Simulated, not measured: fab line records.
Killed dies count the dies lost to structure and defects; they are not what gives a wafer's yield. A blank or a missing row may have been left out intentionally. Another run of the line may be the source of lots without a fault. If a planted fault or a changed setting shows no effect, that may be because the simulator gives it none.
fab line records -- flow n5_finfet
record: lots: 9, wafers: 24, last_day: 19
route steps=1938 shown ZERO_LAYER@16 WELL_APT@55 PMOS_HMC_CHANNEL_EPI@57 BEOL_M4@1111 PASSIVATION@1936
lots that met no fault: taken from a fault-free run of the same line
start_h: the number of hours between the record's first day and the start of the first shown wafer of the lot -- wait_h: how many hours have passed since the lot's step before this one -- " unchanged from the row above -- L1.1+2: several wafers, shown together as one row -- - no value present, or no start provided -- * or withheld: withheld -- < > ~ a bound
route shown NAME@n: NAME is a module with steps in the file, n the number in the route of the first one -- usual: mean/standard deviation taken from wafers without a fault -- same: alike in all rows -- chamber/n: place in a boat -- sites: each site's reading -- _std_site: the standard deviation of these -- _edge_site: mean of outer sites minus mean of inner sites -- radius_mm: for every site, how far away it sits from the centre of the wafer -- mask NAME#n: copy n -- behind: the tool/chamber that last shaped the wafer -- hold: why the lot was held/for how many hours/how that ended -- device: the n, p or np transistor that did not switch -- end of line: tests run on the same wafers once the route is complete -- where a step has no rows: the recipe by itself -- killed: not the wafer's yield, but the dies lost to structure and defects at the first sort -- map: dies across one wafer; x = killed, . = not, _ = none there
set.NAME: the setting as run; set.NAME@STEP: as run at that earlier step -- model.NAME: the simulator's own value behind a step, which no gauge read
steps of the route over a sample of lots; a table a step, a row a wafer
services: when a tool's chamber went out of use (start_h, in hours from the record's first day, below 0 if earlier), for how many hours, and the reason
== steps ==
step: N5_ZERO_LAYER_ETCH_18
recipe: chemistry: HBr/Cl2, target: Si, target_depth_a: 1200, time_s: 40, pressure_mtorr: 10, icp_w: 800, bias_w: 75, HBr_flow_sccm: 150, Cl2_flow_sccm: 80
usual: drypump_motor_current_A: 5.4/0.42, oes_product_au: 0.992/0.014, throttle_valve_pct: 36.6/0.3
lot.wafer,tool,chamber,start_h,wait_h,drypump_motor_current_A,oes_product_au,rf_hours_counter_h,throttle_valve_pct
L184.4,rie_si-01,1,24.91,0.0,5.8,1.002,111,36.7
L184.5,rie_si-01,1,24.91,0.0,5.8,1.002,-,36.7
L184.6,rie_si-01,2,24.91,0.0,4.9,0.989,-,36.6
L186.4,rie_si-02,3,36.94,0.0,5.8,0.976,152,36.3
L186.5,rie_si-02,0,36.94,0.0,5.1,0.987,-,36.7
L186.6,rie_si-02,3,36.94,0.0,5.8,0.965,-,36.3
L188.3,rie_si-02,3,48.91,0.0,5.8,0.968,153,36.3
L188.4,rie_si-02,2,48.91,0.0,5.2,0.995,2,36.9
L188.5,rie_si-02,3,48.91,0.0,5.8,0.973,-,36.3
L194.1,rie_si-01,0,84.79,0.0,6.6,0.989,7,36.7
L194.3,rie_si-01,1,84.79,0.0,5.8,0.997,112,36.7
L195.1,rie_si-03,0,90.91,0.0,5.6,1.018,61,35.7
L195.2,rie_si-03,3,90.91,0.0,5.5,1.032,158,36.7
L195.4,rie_si-03,2,90.91,0.0,4.9,0.999,197,37.3
L196.3,rie_si-01,1,96.80,0.0,5.8,1.005,112,36.7
L196.5,rie_si-01,3,96.80,0.0,5.3,0.979,-,36.1
L198.1,rie_si-02,1,108.92,0.1,5.3,0.995,124,36.6
L198.2,rie_si-02,0,108.92,0.1,5.1,0.987,25,36.7
L198.6,rie_si-02,2,108.92,0.1,5.2,1.002,-,37.0
L199.2,rie_si-03,0,114.91,0.0,5.5,1.015,61,35.7
L199.3,rie_si-03,1,114.91,0.0,5.2,0.988,124,36.4
L199.4,rie_si-03,2,114.91,0.0,4.9,0.998,197,37.3
L205.4,rie_si-02,3,150.91,0.0,5.8,0.978,155,36.3
L205.5,rie_si-02,3,150.91,0.0,5.8,0.971,-,36.3
step: N5_WELL_APT_EPI_41
recipe: material: Si, target_thk_a: 500, temp_c: 650, precursor: SiH4/H2, pressure_torr: 20, time_s: 297.7
usual: lamp_inner_pct: 15.3/1.6, run_length_s: 357/3.8, throttle_valve_pct: 11.2/0.35
lot.wafer,tool,chamber,start_h,wait_h,lamp_inner_pct,run_length_s,throttle_valve_pct
L184.4,epi_rpcvd-03,0,28.90,0.3,13.7,354,10.6
L184.5,epi_rpcvd-03,0,28.90,0.3,13.7,355,11.0
L184.6,epi_rpcvd-03,0,28.90,0.3,13.8,354,10.7
L186.4,epi_rpcvd-01,0,40.27,0.3,15.4,357,11.1
L186.5,epi_rpcvd-01,0,40.27,0.3,15.6,357,11.1
L186.6,epi_rpcvd-01,0,40.27,0.3,15.5,358,10.7
L188.3,epi_rpcvd-02,0,52.43,0.3,17.5,362,11.7
L188.4,epi_rpcvd-02,0,52.43,0.3,17.4,362,11.7
L188.5,epi_rpcvd-02,0,52.43,0.3,17.4,362,11.5
L194.1,epi_rpcvd-02,0,88.35,0.0,17.0,362,11.5
L194.3,epi_rpcvd-02,0,88.35,0.0,17.3,363,11.7
L195.1,epi_rpcvd-03,0,94.32,0.0,13.8,355,10.9
L195.2,epi_rpcvd-03,0,94.32,0.0,13.8,355,10.8
L195.4,epi_rpcvd-03,0,94.32,0.0,13.7,354,10.9
L196.3,epi_rpcvd-02,0,100.14,0.2,17.5,354,11.7
L196.5,epi_rpcvd-02,0,100.14,0.2,17.3,355,11.9
L198.1,epi_rpcvd-02,0,112.55,0.0,17.3,499,11.9
L198.2,epi_rpcvd-02,0,112.55,0.0,17.4,499,11.6
L198.6,epi_rpcvd-02,0,112.55,0.0,17.3,499,11.3
L199.2,epi_rpcvd-02,0,118.16,0.1,17.3,500,11.4
L199.3,epi_rpcvd-02,0,118.16,0.1,17.3,499,11.6
L199.4,epi_rpcvd-02,0,118.16,0.1,17.4,500,11.8
L205.4,epi_rpcvd-01,0,154.58,0.4,15.5,366,11.1
L205.5,epi_rpcvd-01,0,154.58,0.4,15.7,366,11.1
step: N5_PMOS_HMC_CHANNEL_EPI_HM_DEP_34
recipe: material: SiO2, target_thk_a: 360, temp_c: 400, precursor: TEOS/O2, pressure_torr: 6.5, rf_w: 900, teos_flow_sccm: 161.4, gas: O2, flow_sccm: 2650, time_s: 6.9
usual: heater_power_w: 582/100, showerhead_plenum_p_Torr: 8.36/0.031, throttle_valve_pct: 18.6/0.98
lot.wafer,tool,chamber,start_h,wait_h,heater_power_w,showerhead_plenum_p_Torr,throttle_valve_pct
L184.4,pecvd-02,0,29.28,0.0,579,8.36,18.3
L184.5,pecvd-02,2,29.28,0.0,624,8.42,18.2
L184.6,pecvd-02,1,29.28,0.0,617,8.36,18.8
L186.4,pecvd-02,2,40.65,0.0,542,8.41,18.2
L186.5,pecvd-02,1,40.65,0.0,656,8.36,18.5
L186.6,pecvd-02,0,40.65,0.0,504,8.40,18.2
L188.3,pecvd-03,1,53.03,0.0,707,8.33,17.9
L188.4,pecvd-03,2,53.03,0.0,695,8.38,19.5
L188.5,pecvd-03,1,53.03,0.0,718,8.33,17.8
L194.1,pecvd-04,1,89.22,0.0,493,8.33,20.4
L194.3,pecvd-04,2,89.22,0.0,456,8.36,17.7
L195.1,pecvd-04,0,94.99,0.0,554,8.34,19.5
L195.2,pecvd-04,1,94.99,0.0,367,8.36,20.3
L195.4,pecvd-04,1,94.99,0.0,370,8.35,20.4
L196.3,pecvd-04,1,100.63,0.0,469,8.36,20.5
L196.5,pecvd-04,1,100.63,0.0,470,8.37,20.4
L198.1,pecvd-04,2,113.22,0.0,487,8.36,17.3
L198.2,pecvd-04,0,113.22,0.0,565,8.37,19.7
L198.6,pecvd-04,1,113.22,0.0,376,8.37,20.4
L199.2,pecvd-03,0,118.73,0.0,578,8.33,18.3
L199.3,pecvd-03,1,118.73,0.0,734,8.33,17.8
L199.4,pecvd-03,2,118.73,0.0,749,8.38,19.6
L205.4,pecvd-03,0,155.07,0.0,594,8.34,18.0
L205.5,pecvd-03,0,155.07,0.0,597,8.32,18.0
step: N5_PMOS_HMC_CHANNEL_EPI_HM_OPEN_15
recipe: chemistry: CHF3/O2, target: SiO2, mask_material: CAR-ArF-block, target_depth_a: 406, CHF3_flow_sccm: 50, O2_flow_sccm: 5, Ar_flow_sccm: 200, time_s: 20.3, pressure_mtorr: 30, source_w: 650, bias_w: 170, ion_energy_ev: 200
usual: drypump_motor_current_A: 5.5/0.46, oes_product_au: 0.76/0.076, rf_vpp_V: 525/12, showerhead_plenum_p_Torr: 2.37/0.079, throttle_valve_pct: 18.99/0.18
lot.wafer,tool,chamber,start_h,wait_h,drypump_motor_current_A,oes_product_au,rf_hours_counter_h,rf_vpp_V,showerhead_plenum_p_Torr,throttle_valve_pct
L184.4,rie_diel-01,0,29.71,0.0,5.4,0.71,218,535,2.26,19.03
L184.5,rie_diel-01,0,29.71,0.0,5.4,0.69,-,535,2.26,19.05
L184.6,rie_diel-01,1,29.71,0.0,5.1,0.78,-,528,2.35,19.29
L186.4,rie_diel-04,1,41.21,0.0,5.6,0.84,96,534,2.42,18.82
L186.5,rie_diel-04,1,41.21,0.0,5.6,0.83,-,535,2.42,18.82
L186.6,rie_diel-04,0,41.21,0.0,5.3,0.72,-,536,2.48,19.26
L188.3,rie_diel-01,2,53.65,0.0,5.4,0.69,239,553,2.35,18.86
L188.4,rie_diel-01,0,53.65,0.0,5.4,0.69,225,536,2.25,19.05
L188.5,rie_diel-01,2,53.65,0.0,5.5,0.69,-,551,2.35,18.86
L194.1,rie_diel-04,1,89.66,0.0,5.6,0.82,111,534,2.41,18.85
L194.3,rie_diel-04,0,89.66,0.0,5.3,0.71,249,536,2.48,19.28
L195.1,rie_diel-03,2,95.43,0.0,5.1,0.84,78,516,2.45,18.95
L195.2,rie_diel-03,1,95.43,0.0,5.6,0.75,171,531,2.39,19.00
L195.4,rie_diel-03,3,95.43,0.0,6.2,0.88,-,525,2.39,19.03
L196.3,rie_diel-01,0,101.07,0.0,5.4,0.69,238,535,2.25,19.07
L196.5,rie_diel-01,0,101.07,0.0,5.3,0.69,-,536,2.25,19.08
L198.1,rie_diel-01,1,113.67,0.0,5.1,0.76,133,527,2.34,19.34
L198.2,rie_diel-01,3,113.67,0.0,5.6,0.69,244,512,2.49,18.95
L198.6,rie_diel-01,3,113.67,0.0,5.6,0.68,-,513,2.49,18.95
L199.2,rie_diel-01,1,119.17,0.0,5.1,0.76,135,529,2.34,19.31
L199.3,rie_diel-01,0,119.17,0.0,5.3,0.68,245,534,2.25,19.08
L199.4,rie_diel-01,0,119.17,0.0,5.3,0.68,-,536,2.25,19.08
L205.4,rie_diel-04,3,155.54,0.0,6.4,0.78,-,517,2.41,19.03
L205.5,rie_diel-04,2,155.54,0.0,4.7,0.71,-,508,2.27,18.71
step: N5_BEOL_M4_RC_MEAS_101
usual: CJ_N: 4.32/0.099, CJ_P: 5.74/0.26, DIBL_N: 36.5/2.2, DIBL_P: 36.9/2.9, IOFF_N: 0.17/0.044, IOFF_N_85C: 3.2/0.72, IOFF_N_LIN: 0.076/0.017, IOFF_P: 0.22/0.052, IOFF_P_85C: 3.8/0.76, IOFF_P_LIN: 0.103/0.019, ION_N: 671/16, ION_P: 461/10, RS_NWELL: 1036/7.6, RS_PWELL: 3012/24, SS_N: 71.6/0.73, SS_P: 73.5/0.79, VT_N: 250/4.1, VT_P: -250/4.1
lot.wafer,tool,chamber,start_h,wait_h,CJ_N,CJ_P,DIBL_N[mV/V],DIBL_P[mV/V],IOFF_N[nA/um],IOFF_N_85C[nA/um],IOFF_N_LIN[nA/um],IOFF_P[nA/um],IOFF_P_85C[nA/um],IOFF_P_LIN[nA/um],ION_N[uA/um],ION_P[uA/um],RS_NWELL[ohm/sq],RS_PWELL[ohm/sq],SS_N[mV/dec],SS_P[mV/dec],VT_N[mV],VT_P[mV]
L184.4,prober-01,0,203.46,0.5,4.46,6.04,34.2,34.5,0.11,2.4,0.055,0.18,3.1,0.084,655,451,1029,3003,71.1,72.1,258,-254
L184.5,prober-01,0,203.46,0.5,4.37,5.59,37.0,38.1,0.16,3.2,0.071,0.22,3.7,0.097,655,448,1032,3009,72.2,73.3,250,-252
L184.6,prober-01,0,203.46,0.5,4.38,5.84,35.7,37.1,0.13,2.7,0.063,0.21,3.6,0.096,668,463,1042,3055,71.2,72.9,252,-251
L186.4,prober-02,0,209.55,0.5,4.48,6.13,35.4,33.8,0.14,2.7,0.057,0.16,2.8,0.080,645,443,1042,3043,71.9,72.2,251,-253
L186.5,prober-02,0,209.55,0.5,4.35,5.76,36.6,36.8,0.15,2.9,0.067,0.21,3.6,0.099,653,449,1034,2998,72.1,73.5,252,-249
L186.6,prober-02,0,209.55,0.5,4.26,5.55,31.5,31.6,0.09,1.9,0.045,0.14,2.5,0.074,640,446,1040,3051,70.9,71.8,257,-253
L188.3,prober-01,0,213.08,0.3,4.20,6.14,37.5,38.7,0.20,3.7,0.087,0.24,4.2,0.112,692,466,1041,2994,72.0,74.6,246,-251
L188.4,prober-01,0,213.08,0.3,4.14,5.71,34.3,35.8,0.14,2.7,0.065,0.20,3.4,0.093,654,450,1044,3016,71.6,73.7,253,-252
L188.5,prober-01,0,213.08,0.3,4.29,5.70,36.0,36.9,0.16,3.1,0.073,0.20,3.6,0.098,671,457,1043,3010,72.1,73.9,251,-249
L194.1,prober-02,0,258.56,0.0,4.28,5.96,33.5,34.2,0.13,2.7,0.066,0.19,3.4,0.095,665,461,1042,3007,71.0,72.3,251,-248
L194.3,prober-02,0,258.56,0.0,4.31,5.89,37.1,38.5,0.20,3.7,0.089,0.26,4.4,0.116,674,464,1044,3041,72.0,73.7,246,-246
L195.1,prober-02,0,265.89,0.2,4.34,5.96,35.8,35.7,0.16,3.2,0.078,0.19,3.4,0.095,689,471,1038,2994,71.6,73.1,247,-249
L195.2,prober-02,0,265.89,0.2,4.14,5.64,38.2,39.1,0.18,3.5,0.084,0.24,4.0,0.108,670,456,1028,2972,71.8,73.7,248,-249
L195.4,prober-02,0,265.89,0.2,4.09,5.84,36.5,37.2,0.17,3.2,0.078,0.22,3.7,0.105,680,466,1032,2964,71.3,73.1,249,-251
L196.3,prober-02,0,268.87,0.3,4.34,5.62,35.5,35.7,0.13,2.8,0.064,0.18,3.1,0.086,670,458,1039,2995,71.1,73.5,252,-253
L196.5,prober-02,0,268.87,0.3,4.25,5.64,36.0,36.9,0.14,3.0,0.066,0.20,3.4,0.091,668,454,1032,3025,71.4,73.4,254,-252
L198.1,prober-02,0,286.97,0.0,2.59,2.24,50.0,47.5,1.24,17.3,0.163,1.17,15.4,0.196,697,476,998,2586,86.8,84.9,241,-242
L198.2,prober-02,0,286.97,0.0,2.59,2.24,45.2,42.4,0.66,10.4,0.137,0.47,7.2,0.148,700,476,1000,2579,80.2,77.3,241,-246
L198.6,prober-02,0,286.97,0.0,2.59,2.25,49.5,47.7,1.26,17.5,0.160,1.19,15.6,0.195,704,477,994,2573,87.4,86.1,242,-245
L199.2,prober-02,0,290.77,0.2,2.58,2.27,39.8,37.5,0.30,5.1,0.083,0.28,4.8,0.116,675,468,991,2564,76.8,74.7,249,-247
L199.3,prober-02,0,290.77,0.2,2.57,2.25,42.0,42.6,0.41,6.8,0.131,0.38,6.1,0.155,712,484,992,2557,74.6,75.2,238,-243
L199.4,prober-02,0,290.77,0.2,2.57,2.26,45.4,56.2,0.66,10.1,0.125,3.05,35.1,0.292,670,471,989,2574,81.3,96.2,245,-240
L205.4,prober-01,0,340.80,0.5,4.15,5.58,40.2,42.9,0.23,4.2,0.099,0.29,4.9,0.128,669,456,1047,3025,72.3,74.7,248,-247
L205.5,prober-01,0,340.80,0.5,4.50,5.29,42.3,44.0,0.28,5.1,0.115,0.33,5.3,0.139,702,471,1042,3041,73.4,75.0,242,-243
step: N5_PASSIVATION_PROBE_49
usual: defect_limited_yield: 91.3/1.4, killed_at_M0_to_M3: 36/10, killed_at_M4_up: 13/5.4, killed_at_contacts: 12/5.3, killed_at_front_end: 39/10, killed_at_other: 3.2/2.7, killed_dies: 103/16, killed_open: 68/13, killed_short: 33/6.6, sort_bin_4_leakage: 0.01/0.031, sort_bin_5_function: 5.1/0.92, sort_bin_6_memory: 3.3/0.68, sort_bin_8_speed: 0.1/0.41, sort_n_pass: 1077/17, sort_yield_pct: 91.2/1.4
same: gross_dies: 1180, killed_at_back_side: 0
lot.wafer,tool,chamber,start_h,wait_h,defect_limited_yield[%],killed_at_M0_to_M3,killed_at_M4_up,killed_at_contacts,killed_at_front_end,killed_at_other,killed_dies,killed_open,killed_short,sort_bin_4_leakage[%],sort_bin_5_function[%],sort_bin_6_memory[%],sort_bin_8_speed[%],sort_n_pass,sort_yield_pct[%]
L184.4,prober-01,-,307.59,0.3,91.7,26,14,24,32,2,98,69,28,0,5.3,2.9,0,1082,91.7
L184.5,prober-01,-,307.64,0.4,91.4,37,22,9,33,0,101,63,35,0,4.9,3.5,0,1079,91.4
L184.6,prober-01,-,307.69,0.4,91.0,34,15,11,44,2,106,67,37,0,5.3,3.6,0,1074,91.0
L195.1,prober-01,-,390.21,0.0,92.1,28,12,7,45,1,93,65,25,0,5.0,2.7,0,1087,92.1
L195.2,prober-01,-,390.26,0.1,91.8,36,5,24,25,7,97,60,36,0,4.7,3.3,0,1083,91.8
L195.4,prober-01,-,390.36,0.2,93.0,25,9,10,32,7,83,52,31,0,3.5,3.3,0,1097,93.0
L198.1,prober-02,-,395.68,0.4,91.4,27,18,14,40,2,101,64,35,91.44,4.8,3.3,0,0,0
L198.2,prober-02,-,395.73,0.4,93.4,27,9,7,35,0,78,53,21,89.24,4.0,2.4,0,49,4.2
L198.6,prober-02,-,395.93,0.6,94.2,19,11,8,30,0,68,49,17,94.24,3.0,2.7,0,0,0
L199.2,prober-01,-,402.41,0.1,94.0,19,13,9,29,1,71,54,16,0.34,4.2,1.6,0,1105,93.6
L199.3,prober-01,-,402.46,0.1,90.6,32,2,23,50,4,111,74,37,12.63,6.0,3.1,0,920,78.0
L199.4,prober-01,-,402.51,0.2,92.5,23,12,22,29,2,88,64,24,92.54,4.5,2.7,0,0,0
killed by level:class
L184.4 MOL_CONTACT_COAG:geometric_particle:open=23 BEOL_M0_SAQP:geometric_particle:short=9 BEOL_M0_SAQP:geometric_particle:open=9 BEOL_M4:geometric_particle:open=6 FIN_SAQP:geometric_particle:short=5 STI_FIN_REVEAL:geometric_particle:open=5 GATE_CUT:geometric_particle:open=4 BEOL_M1:geometric_particle:open=4
L184.5 BEOL_M0_SAQP:geometric_particle:short=15 BEOL_M0_SAQP:geometric_particle:open=11 FIN_SAQP:geometric_particle:open=9 BEOL_M4:geometric_particle:open=9 MOL_CONTACT_COAG:geometric_particle:open=8 STI_FIN_REVEAL:geometric_particle:open=5 BEOL_M3:geometric_particle:open=5 STI_FIN_REVEAL:geometric_particle:short=4
L184.6 FIN_SAQP:geometric_particle:open=12 BEOL_M0_SAQP:geometric_particle:open=12 STI_FIN_REVEAL:geometric_particle:open=10 MOL_CONTACT_COAG:geometric_particle:open=8 BEOL_M0_SAQP:geometric_particle:short=6 STARTING-WAFER:geometric_particle:short=6 FIN_SAQP:geometric_particle:short=5 BEOL_M3:geometric_particle:open=5
L195.1 DUMMY_GATE:geometric_particle:open=11 FIN_SAQP:geometric_particle:open=7 BEOL_M3:geometric_particle:open=7 MOL_CONTACT_COAG:geometric_particle:open=6 BEOL_M1:geometric_particle:open=6 STI_FIN_REVEAL:geometric_particle:open=5 BEOL_M0_SAQP:geometric_particle:short=4 BEOL_M0_SAQP:geometric_particle:open=4
L195.2 MOL_CONTACT_COAG:geometric_particle:open=18 BEOL_M0_SAQP:geometric_particle:short=8 BEOL_M0:geometric_particle:open=8 MOL_CONTACT_COAG:geometric_particle:short=6 BEOL_M0_SAQP:geometric_particle:open=6 MIM_TOP_ETCH:geometric_particle:short=6 BEOL_M1:geometric_particle:open=5 STI_FIN_REVEAL:geometric_particle:open=4
L195.4 MOL_CONTACT_COAG:geometric_particle:open=9 BEOL_M0_SAQP:geometric_particle:short=8 BEOL_M2:geometric_particle:open=6 STI_FIN_REVEAL:geometric_particle:open=5 DUMMY_GATE:geometric_particle:open=4 ILD0:geometric_particle:open=4 MIM_TOP_ETCH:geometric_particle:short=4 STARTING-WAFER:geometric_particle:short=4
L198.1 FIN_SAQP:geometric_particle:short=14 MOL_CONTACT_COAG:geometric_particle:open=12 BEOL_M4:geometric_particle:open=11 BEOL_M3:geometric_particle:open=9 BEOL_M1:geometric_particle:open=7 FIN_SAQP:geometric_particle:open=6 BEOL_M3:geometric_particle:short=4 ILD0:geometric_particle:short=3
L198.2 BEOL_M3:geometric_particle:open=10 MOL_CONTACT_COAG:geometric_particle:open=7 BEOL_M1:geometric_particle:open=7 ILD0:geometric_particle:short=6 FIN_SAQP:geometric_particle:open=5 STI_FIN_REVEAL:geometric_particle:short=4 DUMMY_GATE:geometric_particle:open=4 ILD0:geometric_particle:open=4
L198.6 BEOL_M1:geometric_particle:open=10 MOL_CONTACT_COAG:geometric_particle:open=8 FIN_SAQP:geometric_particle:short=6 FIN_SAQP:geometric_particle:open=4 DUMMY_GATE:geometric_particle:open=4 BEOL_M4:geometric_particle:open=4 BEOL_M3:geometric_particle:open=3 BEOL_M8:geometric_particle:open=3
L199.2 STI_FIN_REVEAL:geometric_particle:open=11 BEOL_M4:geometric_particle:open=8 MOL_CONTACT_COAG:geometric_particle:open=6 ILD0:geometric_particle:open=4 BEOL_M0_SAQP:geometric_particle:short=4 BEOL_M0:geometric_particle:open=4 BEOL_M2:geometric_particle:open=4 MOL_CONTACT_COAG:geometric_particle:short=3
L199.3 MOL_CONTACT_COAG:geometric_particle:open=17 FIN_SAQP:geometric_particle:short=10 STI_FIN_REVEAL:geometric_particle:open=10 BEOL_M1:geometric_particle:open=10 BEOL_M2:geometric_particle:open=10 FIN_SAQP:geometric_particle:open=8 GATE_CUT:geometric_particle:short=7 MOL_CONTACT_COAG:geometric_particle:short=6
L199.4 MOL_CONTACT_COAG:geometric_particle:open=16 BEOL_M2:geometric_particle:open=8 MOL_CONTACT_COAG:geometric_particle:short=6 BEOL_M4:geometric_particle:open=6 FIN_SAQP:geometric_particle:open=5 STI_FIN_REVEAL:geometric_particle:open=5 DUMMY_GATE:geometric_particle:open=5 BEOL_M3:geometric_particle:open=4
== services ==
tool,chamber,start_h,hours,kind
rie_si-03,-,2.98,0.4,repair
rie_si-02,1,4.82,7.5,repair
rie_diel-03,2,6.01,12.1,repair
pecvd-03,0,25.92,13.7,repair
epi_rpcvd-01,-,48.05,27.2,pm
rie_diel-04,-,52.58,0.2,repair
rie_diel-03,0,55.84,5.4,repair
pecvd-03,1,76.77,5.0,repair
pecvd-04,2,96.11,9.0,repair
rie_diel-04,2,96.27,15.7,repair
pecvd-03,-,96.70,1.1,repair
rie_diel-01,2,99.32,-,clean
rie_diel-01,2,99.32,-,consumable_replace:focus_ring
rie_diel-01,2,99.32,21.5,scheduled_down
rie_diel-01,2,99.32,21.5,vent_cycle
rie_si-03,2,105.92,3.8,repair
pecvd-02,-,114.96,5.5,pm
epi_rpcvd-01,-,115.38,1.9,repair
pecvd-04,-,125.96,1.0,repair
rie_diel-01,3,128.89,-,clean
rie_diel-01,3,128.89,-,consumable_replace:focus_ring
rie_diel-01,3,128.89,24.4,scheduled_down
rie_diel-04,-,136.35,1.1,repair
rie_diel-04,0,152.81,8.1,repair
== key ==
first_sign: step: N5_WELL_APT_EPI_41, reading: run_length_s, direction: up, sigmas: 38, usual: *, struck: *
effect: step: N5_BEOL_M4_RC_MEAS_101, reading: RS_PWELL, direction: down, sigmas: 19, usual: 3012, struck: 2572
effect: step: N5_BEOL_M4_RC_MEAS_101, reading: CJ_N, direction: down, sigmas: 18, usual: 4.32, struck: 2.58
effect: step: N5_BEOL_M4_RC_MEAS_101, reading: IOFF_P, direction: up, sigmas: 17, usual: 0.22, struck: 1.09, wafers_moved: 5
effect: step: N5_BEOL_M4_RC_MEAS_101, reading: CJ_P, direction: down, sigmas: 13, usual: 5.74, struck: 2.25
effect: step: N5_BEOL_M4_RC_MEAS_101, reading: IOFF_N, direction: up, sigmas: 13, usual: 0.17, struck: 0.75
effect: step: N5_BEOL_M4_RC_MEAS_101, reading: IOFF_P_85C, direction: up, sigmas: 13, usual: 3.8, struck: 14.0, wafers_moved: 5
effect: step: N5_BEOL_M4_RC_MEAS_101, reading: SS_N, direction: up, sigmas: 13, usual: 71.6, struck: 81.2
effect: step: N5_BEOL_M4_RC_MEAS_101, reading: SS_P, direction: up, sigmas: 11, usual: 73.5, struck: 82.4, wafers_moved: 5
effect: step: N5_BEOL_M4_RC_MEAS_101, reading: IOFF_N_85C, direction: up, sigmas: 11, usual: 3.2, struck: 11.2
effect: step: N5_BEOL_M4_RC_MEAS_101, reading: RS_NWELL, direction: down, sigmas: 5.5, usual: 1036, struck: 994
effect: step: N5_BEOL_M4_RC_MEAS_101, reading: IOFF_P_LIN, direction: up, sigmas: 4.3, usual: 0.103, struck: 0.184, wafers_moved: 4
effect: step: N5_BEOL_M4_RC_MEAS_101, reading: DIBL_N, direction: up, sigmas: 3.9, usual: 36.5, struck: 45.3, wafers_moved: 5
effect: step: N5_PASSIVATION_PROBE_49, reading: sort_bin_4_leakage, direction: up, sigmas: 99+, usual: 0.01, struck: 63.40
met_at N5_WELL_APT_EPI_41
struck_lots L198,L199
not_acting_at N5_ZERO_LAYER_ETCH_18,N5_PMOS_HMC_CHANNEL_EPI_HM_DEP_34,N5_PMOS_HMC_CHANNEL_EPI_HM_OPEN_15
onset_between 100.14 112.55
fault: kind: process_parameter_drift, tool: epi_rpcvd-02, chamber: -, onset_h: 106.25, steps: N5_WELL_APT_EPI_41, channel: time_s, offset: *, shape: step, end_h: 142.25, acts_in: *, stated: *
